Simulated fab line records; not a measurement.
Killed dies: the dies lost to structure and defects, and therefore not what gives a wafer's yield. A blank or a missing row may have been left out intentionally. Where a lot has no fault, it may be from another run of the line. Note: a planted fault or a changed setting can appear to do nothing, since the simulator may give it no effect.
fab line records    flow n5Finfet
record lots=7  wafers=21
route steps=1938 shown BEOL_M4@1053 BEOL_M5@1157 BEOL_M6@1200 BEOL_M7@1305
startH: hours from the record's first day to the start of the lot's first wafer shown    waitH: time in hours since the lot's previous step    " unchanged from the row above    L1.1+2: one row covering several wafers at once    - no value, or no start was given    * or withheld: withheld    < > ~ a bound
route shown NAME@n: NAME is a module with steps in the file, n the number in the route of the first one    usual: mean/standard deviation of fault-free wafers    same: alike in all rows    chamber/n: place in a boat    sites: the reading at each site    _std_site: the values' standard deviation    _edge_site: inner sites' mean taken away from outer sites' mean    radiusMm: for every site, how far away it sits from the centre of the wafer    mask NAME#n: copy n    behind: tool/chamber where the wafer was last shaped    hold: cause of the lot's hold/its duration in hours/its outcome    device: names the non-switching transistor (n, p or np)    end of line: tests run on the same wafers once the route is complete    a step without rows: its recipe alone    killed: the dies lost at the first sort to structure and to defects; this is not the yield of the wafer    map: per-die view of a wafer (x killed, . not killed, _ where there is no die)
set.NAME: the setting as run; set.NAME@STEP: as run at that earlier step    model.NAME: the simulator's own value behind a step, which no gauge read
lots where settings were altered on purpose, with a table for each step and a row for each wafer
## steps
# step N5_BEOL_M4_EXPOSE_25
# recipe maskId=V3  na=0.33  sourceShape=quasar  sigmaInner=0.2  sigmaOuter=0.8  polarization=unpolarized  defocusNm=5  doseMj=63
lot.wafer   tool           chamber  startH  waitH  mask  set.doseMj
L075.1+3+4  euvScanner-02  0        218.72  -      V3#0  63
L080.2+4    euvScanner-01  0        236.18  -      V3#0  66.15
L080.6      "              0        "       "      V3#0  63
L088.1+4    euvScanner-02  0        287.13  -      V3#0  66.58
L088.3      "              0        "       "      V3#0  63
L090.3+4+6  euvScanner-01  0        300.96  -      V3#0  63
L091.3+5+6  euvScanner-02  0        302.62  -      V3#0  63
L093.2+3    euvScanner-02  0        319.36  -      V3#0  63
L093.6      "              0        "       "      V3#0  58.58
L095.2      euvScanner-01  0        340.64  -      V3#0  67.25
L095.3+5    "              0        "       "      V3#0  63
# step N5_BEOL_M4_PEB_26
# recipe pebTempC=100  pebTimeS=60  resist=CAR-EUV
# step N5_BEOL_M4_DEVELOP_27
# recipe developTimeS=30  developer=TMAH  resist=CAR-EUV  rinseLiquid=surfactantRinse  dry=airSpin  devTempC=23
# step N5_BEOL_M4_CD_MEAS_28
# recipe targetCdNm=26.2  landingEnergyEv=500  detector=seInlens  targetCdYNm=24.1  polarity=opening
# usual cdNm=26.27/0.24
lot.wafer  tool      chamber  startH  waitH  set.doseMj@BEOL_M4_EXPOSE_25  cdNm
L075.1     cdSem-01  0        218.87  -      63                            26.13
L075.3     "         0        "       "      63                            26.24
L075.4     "         0        "       "      63                            26.46
L080.2     cdSem-02  0        236.32  -      66.15                         27.34
L080.4     "         0        "       "      66.15                         27.56
L080.6     "         0        "       "      63                            26.60
L088.1     cdSem-02  0        287.28  -      66.58                         27.55
L088.3     "         0        "       "      63                            26.40
L088.4     "         0        "       "      66.58                         27.41
L090.3     cdSem-03  0        301.09  -      63                            26.24
L090.4     "         0        "       "      63                            26.33
L090.6     "         0        "       "      63                            26.21
L091.3     cdSem-01  0        302.75  -      63                            26.49
L091.5     "         0        "       "      63                            25.96
L091.6     "         0        "       "      63                            25.92
L093.2     cdSem-01  0        319.50  -      63                            26.16
L093.3     "         0        "       "      63                            25.87
L093.6     "         0        "       "      58.58                         24.62
L095.2     cdSem-02  0        340.78  -      67.25                         27.64
L095.3     "         0        "       "      63                            26.54
L095.5     "         0        "       "      63                            26.52
# step N5_BEOL_M4_ALD_98
# recipe material=SiO2  targetThkA=25  tempC=100  aldPrecursorFamily=BDEAS  aldCoReactant=O2-plasma  pulseTimeS=1  coReactantPulseTimeS=1  purgeTimeS=2  coReactantPurgeTimeS=2  aldCycles=17  pressureTorr=2
# step N5_BEOL_M4_ETCHBACK_99
# recipe chemistry=CHF3  target=SiO2  targetDepthA=50  timeS=10.4  sourceW=215  biasW=47  Ar_flow_sccm=200  CHF3_flow_sccm=12  ionEnergyEv=100  pressureMtorr=30
# step N5_BEOL_M4_ETCH_70
# recipe chemistry=N2/H2  target=SOC  targetDepthA=800  overetchA=240  maskMaterial=SiARC  tempC=40  timeS=130  ionEnergyEv=200  pressureMtorr=30  sourceW=840  biasW=150  n2FlowSccm=200  h2FlowSccm=200
lot.wafer  tool        chamber  startH  waitH  set.spinRpm@BEOL_M4_COAT_67  model.etch.depthNm
L075.1     rieDiel-02  2        238.11  0.0    1500                         59.86
L075.3     "           0        "       "      1500                         59.78
L075.4     "           0        "       "      1417                         61.65
L080.2     rieDiel-04  2        261.03  0.0    1500                         59.69
L080.4     "           2        "       "      1500                         59.64
L080.6     "           1        "       "      1500                         59.75
L088.1     rieDiel-02  1        305.39  0.0    1500                         59.98
L088.3     "           0        "       "      1500                         60.01
L088.4     "           0        "       "      1500                         59.95
L090.3     rieDiel-04  2        313.59  0.0    1500                         60.14
L090.4     "           0        "       "      1455                         61.2
L090.6     "           3        "       "      1500                         60.04
L091.3     rieDiel-05  1        317.64  0.0    1500                         60.01
L091.5     "           1        "       "      1500                         59.9
L091.6     "           2        "       "      1500                         60.04
L093.2     rieDiel-02  0        322.76  0.0    1570                         58.79
L093.3     "           3        "       "      1500                         60.06
L093.6     "           3        "       "      1500                         59.97
L095.2     rieDiel-02  2        359.60  0.0    1500                         59.84
L095.3     "           3        "       "      1390                         62.05
L095.5     "           1        "       "      1390                         62.08
# step N5_BEOL_M5_VIA_ETCH_34
# recipe chemistry=C4F6/O2  target=SiCOH_lowk  targetDepthA=883  maskMaterial=SOC  taperDeg=4  timeS=39.2  ionEnergyEv=250  pressureMtorr=30  sourceW=345  biasW=185  Ar_flow_sccm=300  C4F6_flow_sccm=10  O2_flow_sccm=10
# usual rfVppV=667/6.1
lot.wafer  tool        chamber  startH  waitH  set.biasW  rfVppV
L075.1     rieDiel-06  1        248.80  0.0    201.6      720
L075.3     "           3        "       "      201.6      715
L075.4     "           2        "       "      185        657
L080.2     rieDiel-06  0        271.00  0.0    168.7      623
L080.4     "           3        "       "      185        670
L080.6     "           3        "       "      168.7      622
L088.1     rieDiel-01  0        316.84  0.0    173        633
L088.3     "           1        "       "      185        669
L088.4     "           2        "       "      173        637
L090.3     rieDiel-01  1        323.81  0.0    185        668
L090.4     "           2        "       "      185        672
L090.6     "           1        "       "      185        668
L091.3     rieDiel-01  0        329.05  0.0    185        668
L091.5     "           0        "       "      185        669
L091.6     "           1        "       "      185        668
L093.2     rieDiel-06  2        332.05  0.0    165.9      604
L093.3     "           1        "       "      165.9      617
L093.6     "           0        "       "      185        670
L095.2     rieDiel-01  2        379.73  0.0    185        672
L095.3     "           0        "       "      185        668
L095.5     "           1        "       "      185        667
# step N5_BEOL_M5_TRENCH_ETCH_37
# recipe chemistry=C4F6/O2  targetDepthA=716.52  target=SiCOH_lowk  timeS=24.7  ionEnergyEv=250  pressureMtorr=30  sourceW=345  biasW=185  Ar_flow_sccm=300  C4F6_flow_sccm=10  O2_flow_sccm=10
# usual rfVppV=667/6.1
lot.wafer  tool        chamber  startH  waitH  set.biasW  rfVppV
L075.1     rieDiel-06  1        -       -      185        673
L075.3     "           3        "       "      185        670
L075.4     "           2        "       "      185        660
L080.2     rieDiel-06  0        -       -      165.1      612
L080.4     "           3        "       "      165.1      611
L080.6     "           3        "       "      185        668
L088.1     rieDiel-01  0        -       -      185        669
L088.3     "           1        "       "      185        668
L088.4     "           2        "       "      185        672
L090.3     rieDiel-01  1        -       -      185        668
L090.4     "           2        "       "      185        672
L090.6     "           1        "       "      185        667
L091.3     rieDiel-01  0        -       -      185        669
L091.5     "           0        "       "      185        668
L091.6     "           1        "       "      185        668
L093.2     rieDiel-06  2        -       -      205.8      716
L093.3     "           1        "       "      185        673
L093.6     "           0        "       "      205.8      728
L095.2     rieDiel-01  2        -       -      163.3      608
L095.3     "           0        "       "      163.3      603
L095.5     "           1        "       "      185        668
# step N5_BEOL_M6_COAT_60
# recipe resist=SiARC  tempC=220  timeS=60  spinRpm=1500  resistThkNm=35
lot.wafer   tool           chamber  startH  waitH  set.spinRpm  model.SiARC_of_BEOL_M6_COAT_60.thkNm
L075.1+3    lithoTrack-03  0        -       -      1397         36.2
L075.4      "              0        "       "      1500         35
L080.2      lithoTrack-01  0        -       -      1500         35
L080.4      "              0        "       "      1404         36.2
L080.6      "              0        "       "      1404         36.4
L088.1+3    lithoTrack-01  0        -       -      1348         37.2
L088.4      "              0        "       "      1500         35.4
L090.3      lithoTrack-03  0        -       -      1500         35.2
L090.4+6    "              0        "       "      1653         33.6
L091.3+5+6  lithoTrack-03  0        -       -      1500         35
L093.2      lithoTrack-01  0        -       -      1608         33.8
L093.3      "              0        "       "      1500         34.8
L093.6      "              0        "       "      1500         35
L095.2+3    lithoTrack-03  0        -       -      1500         35
L095.5      "              0        "       "      1657         33.4
# step N5_BEOL_M6_COAT_05
# recipe resist=CAR-ArF  spinRpm=1500  resistThkNm=90
# step N5_BEOL_M6_EBR_07
# recipe solvent=PGMEA  ebrWidthMm=1.5
# step N5_BEOL_M6_DESCUM_16
# recipe chemistry=O2  timeS=7.9  sourcePowerW=50  biasPowerW=20  pressureMtorr=20  rfFrequencyHz=2.712e+07  tempC=40  resist=CAR-ArF  o2FlowSccm=225
# step N5_BEOL_M6_ETCH_61
# recipe chemistry=CF4  target=SiARC  targetDepthA=455  maskMaterial=CAR-ArF  timeS=75.8  ionEnergyEv=80  pressureMtorr=40  sourceW=545  biasW=36  Ar_flow_sccm=100  cf4FlowSccm=100  ends=cleared
# usual etchRfOnTimeS=75.4/1
lot.wafer  tool        chamber  startH  waitH  set.spinRpm@BEOL_M6_COAT_60  etchRfOnTimeS  model.etch.depthNm  model.CAR-ArF_of_BEOL_M6_COAT_05.thkNm
L075.1     rieDiel-02  1        258.26  0.0    1397                         78.2           36.19               49.6
L075.3     "           0        "       "      1397                         79.5           36.18               49.8
L075.4     "           1        "       "      1500                         75.5           34.95               51
L080.2     rieDiel-05  0        281.66  0.0    1500                         75.9           35.03               51
L080.4     "           1        "       "      1404                         78.0           36.25               49.8
L080.6     "           2        "       "      1404                         78.3           36.35               49.8
L088.1     rieDiel-04  1        327.90  0.0    1348                         79.7           37.14               49
L088.3     "           0        "       "      1348                         79.3           37.24               49.2
L088.4     "           3        "       "      1500                         74.2           35.4                50.6
L090.3     rieDiel-05  3        335.03  0.0    1500                         76.6           35.3                50.8
L090.4     "           1        "       "      1653                         71.8           33.6                52.2
L090.6     "           0        "       "      1653                         71.4           33.59               52.2
L091.3     rieDiel-04  0        340.86  0.0    1500                         74.3           34.97               51.2
L091.5     "           2        "       "      1500                         75.8           35.01               51.2
L091.6     "           1        "       "      1500                         76.9           34.95               51.2
L093.2     rieDiel-05  0        341.93  0.0    1608                         72.9           33.77               52.8
L093.3     "           3        "       "      1500                         76.6           34.89               51.6
L093.6     "           1        "       "      1500                         75.0           35.08               51.2
L095.2     rieDiel-04  3        389.26  0.0    1500                         73.9           34.99               51
L095.3     "           1        "       "      1500                         75.8           34.97               51
L095.5     "           2        "       "      1657                         69.5           33.33               52.4
# step N5_BEOL_M6_ETCH_62
# recipe chemistry=N2/H2  target=SOC  targetDepthA=1100  overetchA=220  maskMaterial=SiARC  tempC=40  timeS=165  ionEnergyEv=200  pressureMtorr=30  sourceW=840  biasW=150  n2FlowSccm=200  h2FlowSccm=200
# usual rfVppV=523.8/1.6
lot.wafer  tool        chamber  startH  waitH  set.biasW  set.spinRpm@BEOL_M6_COAT_60  rfVppV  model.SiARC_of_BEOL_M6_COAT_60.thkNm
L075.1     rieDiel-02  1        258.32  0.0    150        1397                         522.1   29.4
L075.3     "           0        "       "      150        1397                         524.1   29.6
L075.4     "           1        "       "      150        1500                         524.3   28.2
L080.2     rieDiel-05  0        281.72  0.0    150        1500                         522.9   28.4
L080.4     "           1        "       "      150        1404                         520.5   29.4
L080.6     "           2        "       "      158.4      1404                         542.4   29.2
L088.1     rieDiel-04  1        327.96  0.0    150        1348                         526.3   30.4
L088.3     "           0        "       "      150        1348                         522.3   30.4
L088.4     "           3        "       "      150        1500                         526.9   28.6
L090.3     rieDiel-05  3        335.09  0.0    150        1500                         525.3   28.8
L090.4     "           1        "       "      150        1653                         520.4   26.8
L090.6     "           0        "       "      150        1653                         524.4   27
L091.3     rieDiel-04  0        340.92  0.0    150        1500                         523.1   28
L091.5     "           2        "       "      150        1500                         523.0   28.2
L091.6     "           1        "       "      150        1500                         524.5   28.2
L093.2     rieDiel-05  0        341.98  0.0    175.6      1608                         578.5   25.8
L093.3     "           3        "       "      150        1500                         526.1   28.4
L093.6     "           1        "       "      150        1500                         520.2   28.4
L095.2     rieDiel-04  3        389.31  0.0    150        1500                         525.6   28.2
L095.3     "           1        "       "      141.6      1500                         506.3   28.8
L095.5     "           2        "       "      141.6      1657                         504.6   26.8
# step N5_BEOL_M7_VIA_ETCH_34
# recipe chemistry=C4F6/O2  target=SiCOH_lowk  targetDepthA=1255  maskMaterial=SOC  taperDeg=4  timeS=50.5  ionEnergyEv=250  pressureMtorr=30  sourceW=345  biasW=185  Ar_flow_sccm=300  C4F6_flow_sccm=10  O2_flow_sccm=10
# usual rfVppV=667/6.5
lot.wafer  tool        chamber  startH  waitH  set.sourceW  rfVppV  model.etch.depthNm
L075.1     rieDiel-01  0        267.97  0.0    398.5        621     132.5
L075.3     "           1        "       "      345          668     124.5
L075.4     "           3        "       "      398.5        613     134.8
L080.2     rieDiel-01  0        295.27  0.0    289.7        729     116.7
L080.4     "           1        "       "      289.7        731     115.9
L080.6     "           2        "       "      345          672     128.4
L088.1     rieDiel-06  1        335.72  0.0    345          673     127.5
L088.3     "           3        "       "      345          669     125.7
L088.4     "           2        "       "      345          659     124.1
L090.3     rieDiel-06  0        346.42  0.0    301          720     121
L090.4     "           1        "       "      345          673     126.1
L090.6     "           3        "       "      301          717     118.4
L091.3     rieDiel-06  1        349.96  0.0    345          673     125.9
L091.5     "           2        "       "      345          656     123.6
L091.6     "           1        "       "      345          673     127
L093.2     rieDiel-01  2        350.39  0.0    345          674     127.9
L093.3     "           0        "       "      345          666     125.3
L093.6     "           0        "       "      398.5        620     132.1
L095.2     rieDiel-03  3        402.37  0.0    345          670     123.9
L095.3     "           1        "       "      345          655     126.4
L095.5     "           0        "       "      345          663     126
# step N5_BEOL_M7_TRENCH_ETCH_37
# recipe chemistry=C4F6/O2  targetDepthA=934.78  target=SiCOH_lowk  timeS=31.2  ionEnergyEv=250  pressureMtorr=30  sourceW=345  biasW=185  Ar_flow_sccm=300  C4F6_flow_sccm=10  O2_flow_sccm=10
lot.wafer  tool        chamber  startH  waitH  set.timeS  model.BEOL_M7.featureDepthNm  model.etch.depthNm
L075.1     rieDiel-01  0        -       -      26.03      77.4                          77.35
L075.3     "           1        "       "      31.2       92.6                          92.52
L075.4     "           3        "       "      31.2       94.2                          94.16
L080.2     rieDiel-01  0        -       -      25.97      78.4                          78.37
L080.4     "           1        "       "      31.2       93                            93.02
L080.6     "           2        "       "      25.97      79.8                          79.88
L088.1     rieDiel-06  1        -       -      31.2       95.4                          95.35
L088.3     "           3        "       "      31.2       92.6                          92.59
L088.4     "           2        "       "      31.2       92.4                          92.31
L090.3     rieDiel-06  0        -       -      31.2       95.6                          95.6
L090.4     "           1        "       "      31.2       95.2                          95.22
L090.6     "           3        "       "      31.2       93                            92.96
L091.3     rieDiel-06  1        -       -      31.2       94                            93.99
L091.5     "           2        "       "      31.2       92.6                          92.56
L091.6     "           1        "       "      31.2       95                            94.94
L093.2     rieDiel-01  2        -       -      31.2       97                            97.07
L093.3     "           0        "       "      31.2       94                            93.99
L093.6     "           0        "       "      31.2       93.8                          93.83
L095.2     rieDiel-03  3        -       -      31.2       93.2                          93.15
L095.3     "           1        "       "      31.2       93.2                          93.27
L095.5     "           0        "       "      33.67      101.4                         101.5
# step N5_BEOL_M7_ETCH_41
# recipe chemistry=CH3F/O2  target=SiCN  targetDepthA=319  taperDeg=2  timeS=57.8  ionEnergyEv=120  maskMaterial=TiN  pressureMtorr=30  sourceW=395  biasW=75  Ar_flow_sccm=150  CH3F_flow_sccm=30  O2_flow_sccm=20
# step N5_BEOL_M7_STRIP_80
# recipe chemistry=N2/H2  timeS=10  powerW=450  tempC=40  pressureMtorr=20  rfFrequencyHz=6e+07  biasPowerW=7  n2FlowSccm=200  h2FlowSccm=200
# step N5_BEOL_M7_OCD_MEAS_38
# usual trenchDepthNm=93.5/1.4
lot.wafer  tool    chamber  startH  waitH  set.timeS@BEOL_M7_TRENCH_ETCH_37  trenchDepthNm
L075.1     ocd-02  -        268.22  -      26.03                             77.2
L075.3     "       -        "       "      31.2                              92.5
L075.4     "       -        "       "      31.2                              93.8
L080.2     ocd-01  -        295.52  -      25.97                             78.5
L080.4     "       -        "       "      31.2                              92.9
L080.6     "       -        "       "      25.97                             79.5
L088.1     ocd-01  -        335.97  -      31.2                              95.8
L088.3     "       -        "       "      31.2                              92.9
L088.4     "       -        "       "      31.2                              92.7
L090.3     ocd-02  -        346.67  -      31.2                              95.6
L090.4     "       -        "       "      31.2                              95.2
L090.6     "       -        "       "      31.2                              93.3
L091.3     ocd-01  -        350.22  -      31.2                              93.9
L091.5     "       -        "       "      31.2                              92.5
L091.6     "       -        "       "      31.2                              94.1
L093.2     ocd-01  -        350.64  -      31.2                              97.4
L093.3     "       -        "       "      31.2                              93.8
L093.6     "       -        "       "      31.2                              93.7
L095.2     ocd-01  -        402.62  -      31.2                              92.9
L095.3     "       -        "       "      31.2                              93.0
L095.5     "       -        "       "      33.67                             101.5
# step N5_BEOL_M7_HM_STRIP_39
# recipe chemistry=peroxideTinStrip  material=TiN  targetDepthA=250  tempC=50  timeS=158
# step N5_BEOL_M7_SRD_40
# recipe timeS=30  tempC=23  rinseLiquid=diw  dry=ipaMarangoni
# step N5_BEOL_M7_ECD_50
# recipe material=Cu  targetThkA=3000
# step N5_BEOL_M7_ANNEAL_51
# recipe tempC=225  timeS=90  ambient=N2
# step N5_BEOL_M7_CMP_52
# recipe stopOn=SiCOH_lowk  tOverpolishS=6.9  downForcePsi=1  platenRpm=50  clearingPlatenDownForcePsi=1.5  clearingPlatenRpm=50  postCmpClean=cuAlkaline  targetThkNm=80  clearingPlatenPadVelocityMS=0.99484  padVelocityMS=0.99484
lot.wafer  tool    chamber  startH  waitH  set.timeS@BEOL_M7_TRENCH_ETCH_37  model.Cu_of_BEOL_M7_ECD_50.thkNm
L075.1     cmp-04  3        270.24  0.3    26.03                             64.6
L075.4     "       1        "       "      31.2                              79.4
L075.3     "       2        "       "      31.2                              78.8
L080.2     cmp-04  1        297.63  0.2    25.97                             62.8
L080.4     "       3        "       "      31.2                              78.4
L080.6     "       1        "       "      25.97                             64.4
L088.3     cmp-04  2        339.84  0.2    31.2                              78.8
L088.1     "       3        "       "      31.2                              81.6
L088.4     "       0        "       "      31.2                              79.8
L090.3     cmp-03  0        349.05  0.2    31.2                              82.6
L090.4     "       2        "       "      31.2                              81.2
L090.6     "       3        "       "      31.2                              79.6
L091.3     cmp-01  2        352.47  0.2    31.2                              80.8
L091.6     "       2        "       "      31.2                              81.4
L091.5     "       3        "       "      31.2                              79.8
L093.3     cmp-03  3        352.74  0.2    31.2                              82
L093.2     "       1        "       "      31.2                              84.8
L093.6     "       3        "       "      31.2                              82.4
L095.2     cmp-04  3        406.22  0.3    31.2                              78
L095.3     "       0        "       "      31.2                              80.2
L095.5     "       1        "       "      33.67                             86.6
# step N5_BEOL_M7_THK_MEAS_53
# recipe thkMeasGauge=xrf  reads=Cu_of_BEOL_M7_ECD_50
# usual M7_THK=80.7/2
lot.wafer  tool          chamber  startH  waitH  set.timeS@BEOL_M7_TRENCH_ETCH_37  M7_THK[nm]
L075.1     filmMetro-02  -        270.53  -      26.03                             64.9
L075.3     "             -        "       "      31.2                              79.7
L075.4     "             -        "       "      31.2                              80.6
L080.2     filmMetro-01  -        297.93  -      25.97                             63.5
L080.4     "             -        "       "      31.2                              80.2
L080.6     "             -        "       "      25.97                             65.4
L088.1     filmMetro-01  -        340.14  -      31.2                              83.8
L088.3     "             -        "       "      31.2                              81.0
L088.4     "             -        "       "      31.2                              81.7
L090.3     filmMetro-01  -        349.31  -      31.2                              85.2
L090.4     "             -        "       "      31.2                              83.4
L090.6     "             -        "       "      31.2                              82.0
L091.3     filmMetro-02  -        352.77  -      31.2                              80.9
L091.5     "             -        "       "      31.2                              80.2
L091.6     "             -        "       "      31.2                              81.6
L093.2     filmMetro-01  -        353.04  -      31.2                              87.5
L093.3     "             -        "       "      31.2                              84.2
L093.6     "             -        "       "      31.2                              84.5
L095.2     filmMetro-02  -        406.44  -      31.2                              77.4
L095.3     "             -        "       "      31.2                              79.7
L095.5     "             -        "       "      33.67                             85.8
# step N5_BEOL_M7_PRE_CLEAN_55
# recipe gas=NH3  timeS=15  tempC=withheld  rfPowerW=300
# step N5_BEOL_M7_DEP_56
# recipe material=SiCN  targetThkA=100  tempC=withheld  precursor=3MS/NH3  pressureTorr=3  rfW=202  timeS=17.5
# step N5_BEOL_M7_RS_MEAS_57
# recipe thkMeasGauge=four-point-probe  reads=Cu_of_BEOL_M7_ECD_50+Co_of_BEOL_M7_CVD_78+TaN_of_BEOL_M7_ALD_77
# usual M7_RS=0.287/0.0071
lot.wafer  tool          chamber  startH  waitH  set.timeS@BEOL_M7_TRENCH_ETCH_37  M7_RS[ohm/sq]
L075.1     filmMetro-02  -        270.66  0.1    26.03                             0.369
L075.3     "             -        "       "      31.2                              0.291
L075.4     "             -        "       "      31.2                              0.288
L080.2     filmMetro-01  -        298.06  0.1    25.97                             0.383
L080.4     "             -        "       "      31.2                              0.293
L080.6     "             -        "       "      25.97                             0.371
L088.1     filmMetro-01  -        340.27  0.1    31.2                              0.279
L088.3     "             -        "       "      31.2                              0.291
L088.4     "             -        "       "      31.2                              0.288
L090.3     filmMetro-02  -        349.44  0.1    31.2                              0.277
L090.4     "             -        "       "      31.2                              0.281
L090.6     "             -        "       "      31.2                              0.288
L091.3     filmMetro-02  -        352.90  0.1    31.2                              0.282
L091.5     "             -        "       "      31.2                              0.287
L091.6     "             -        "       "      31.2                              0.279
L093.2     filmMetro-02  -        353.17  0.1    31.2                              0.267
L093.3     "             -        "       "      31.2                              0.278
L093.6     "             -        "       "      31.2                              0.276
L095.2     filmMetro-02  -        406.57  0.1    31.2                              0.294
L095.3     "             -        "       "      31.2                              0.285
L095.5     "             -        "       "      33.67                             0.261
## key
split step=N5_BEOL_M4_EXPOSE_25  setting=doseMj  stated=63  by=wafer
response step=N5_BEOL_M4_CD_MEAS_28  reading=cdNm  change=+0.182  per=1%  r=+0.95
split step=N5_BEOL_M5_VIA_ETCH_34  setting=biasW  stated=185  by=wafer
response step=N5_BEOL_M5_VIA_ETCH_34  reading=rfVppV  change=+5.82  per=1%  r=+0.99
split step=N5_BEOL_M5_TRENCH_ETCH_37  setting=biasW  stated=185  by=wafer
response step=N5_BEOL_M5_TRENCH_ETCH_37  reading=rfVppV  change=+4.98  per=1%  r=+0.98
split step=N5_BEOL_M6_COAT_60  setting=spinRpm  stated=1500  by=wafer
response step=N5_BEOL_M6_COAT_60  reading=model.SiARC_of_BEOL_M6_COAT_60.thkNm  change=-0.166  per=1%  r=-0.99
response step=N5_BEOL_M6_ETCH_61  reading=etchRfOnTimeS  change=*  per=1%  r=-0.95
response step=N5_BEOL_M6_ETCH_61  reading=model.etch.depthNm  change=-0.171  per=1%  r=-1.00
response step=N5_BEOL_M6_ETCH_61  reading=model.CAR-ArF_of_BEOL_M6_COAT_05.thkNm  change=+0.155  per=1%  r=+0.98
response step=N5_BEOL_M6_ETCH_62  reading=model.SiARC_of_BEOL_M6_COAT_60.thkNm  change=-0.195  per=1%  r=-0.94
split step=N5_BEOL_M6_ETCH_62  setting=biasW  stated=150  by=wafer
response step=N5_BEOL_M6_ETCH_62  reading=rfVppV  change=+3.31  per=1%  r=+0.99
response step=N5_BEOL_M6_ETCH_62  reading=model.SiARC_of_BEOL_M6_COAT_60.thkNm  slope=-0.0753  per=1%  togetherWith=spinRpm@BEOL_M6_COAT_60  explained=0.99
split step=N5_BEOL_M7_VIA_ETCH_34  setting=sourceW  stated=345  by=wafer
response step=N5_BEOL_M7_VIA_ETCH_34  reading=rfVppV  change=-3.43  per=1%  r=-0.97
response step=N5_BEOL_M7_VIA_ETCH_34  reading=model.etch.depthNm  change=+0.558  per=1%  r=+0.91
split step=N5_BEOL_M7_TRENCH_ETCH_37  setting=timeS  stated=31.2  by=wafer
response step=N5_BEOL_M7_TRENCH_ETCH_37  reading=model.BEOL_M7.featureDepthNm  change=+0.911  per=1%  r=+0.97
response step=N5_BEOL_M7_TRENCH_ETCH_37  reading=model.etch.depthNm  change=+0.911  per=1%  r=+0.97
response step=N5_BEOL_M7_OCD_MEAS_38  reading=trenchDepthNm  change=+0.914  per=1%  r=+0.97
response step=N5_BEOL_M7_CMP_52  reading=model.Cu_of_BEOL_M7_ECD_50.thkNm  change=+0.886  per=1%  r=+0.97
response step=N5_BEOL_M7_THK_MEAS_53  reading=M7_THK  change=+0.93  per=1%  r=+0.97
response step=N5_BEOL_M7_RS_MEAS_57  reading=M7_RS  change=-0.0048  per=1%  r=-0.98
split outsideThisFile step=N5_BEOL_M4_COAT_67 setting=spinRpm
# split outsideThisFile: this setting was split too, and the file shows its column; the key of that split is in another file
